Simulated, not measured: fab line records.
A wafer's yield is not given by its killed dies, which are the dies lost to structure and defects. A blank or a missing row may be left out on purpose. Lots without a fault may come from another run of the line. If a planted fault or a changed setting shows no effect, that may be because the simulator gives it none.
8D (eight disciplines) problem report, filled in by code	flow nand harc	the parts of the form that need people (team, actions taken, sign-off) are left out

1. WHAT IS WRONG
Wafers without a fault read 1001 nm, standard deviation 8.3; thk nm at NHARC_A_ONON_D1_THK_MEAS_24 reads a mean of 1048 nm on 5 wafers belonging to 3 lots. That puts it +5.7 standard deviations away from the usual mean.
The step: measures by ellipsometry.
Seen first at day 12 01:34 on film metro-01, wafer L653.1. Wafers with a number at this step in the record: 45, from 15 lots. By rule, "out" or "out of limits" means more than 4 standard deviations away from the usual mean. Any other wafer with a number is counted as sound.

2. WHAT IT IS, WHAT IT ISN'T
question	is	is not
which readings at this step	thk nm	-
which lots	L653, L655, L656	L636, L638, L639, L640, L641, L642, L645, L648, L654, L657, L658, L659
which wafers of those lots	L653.1, L655.1, L655.2, L655.4, L656.2	L653.3, L653.6, L656.3, L656.6
read on which gauges	film metro-01	film metro-02
when	from day 12 01:34	up to then (26 sound wafers); but 14 sound wafers of L654, L656, L657, L658, L659 came after

3. WHAT RULES OUT EACH SUSPECT
Counting: a tool at a process step up to the reading stays a suspect if it ran every lot that is out. Sound lots after the first of them don't rule it out here, since some wafers of a struck lot are sound.
- the gauge at NHARC_A_ONON_D1_THK_MEAS_24: kept. All the wafers that are out were read on film metro-01, and no step on other tools shows them out.
- rie si-06 at NHARC_A_ZERO_WELL_ETCH_13 (etches the open film in HBr/Cl2, target depth 120 nm, time 40.1 s): kept. It processed each lot that is out (first: L653, day 10 16:42); up to then, its last sound lot is L640 (day 7 17:37).
- pecvd onon-02 at NHARC_A_ONON_D1_DEP_22 (target thk 1000 nm): kept. It processed each lot that is out (first: L653, day 12 01:03); up to then, its last sound lot is L642 (day 9 22:37).
The count leaves rie si-06 at NHARC_A_ZERO_WELL_ETCH_13, pecvd onon-02 at NHARC_A_ONON_D1_DEP_22, and film metro-01 at NHARC_A_ONON_D1_THK_MEAS_24.

4. THE CAUSE (what the simulator had put in)
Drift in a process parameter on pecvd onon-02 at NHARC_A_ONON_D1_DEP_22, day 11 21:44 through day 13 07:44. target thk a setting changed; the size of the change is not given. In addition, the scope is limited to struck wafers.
Counting left 3 suspects, and this tool is among them.

5. THE CHAIN OF EFFECTS, in route order
Each row: a reading where the mean over the struck wafers with a number is more than 3 standard deviations away from the usual. Only readings for which the record gives a usual standard deviation are gone through. hours: the time from each lot's start at the first step in this table that gives one to its start at this step, as a median over the lots. sigmas: the change in usual standard deviations.
hours	step	reading	usual	on struck wafers	change	sigmas
0	NHARC_A_ONON_D1_THK_MEAS_24	thk nm	1001 nm	1048	+47	+5.7
Later steps that measure or inspect, where all struck wafers having a row at the step show a number for every such reading and not one has moved that far: NHARC_A_ONON_D1_INSPECT_32.

6. HOW IT WOULD HAVE BEEN CAUGHT EARLIER
In this record the first reading out of limits at a measuring or inspecting step was taken at day 12 01:34, 4 hours after the fault began at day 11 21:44.
Of the lots that are out (3), L655, L656 began NHARC_A_ONON_D1_DEP_22 on pecvd onon-02 after day 12 01:34. A hold on the tool at that time would have spared those 2.
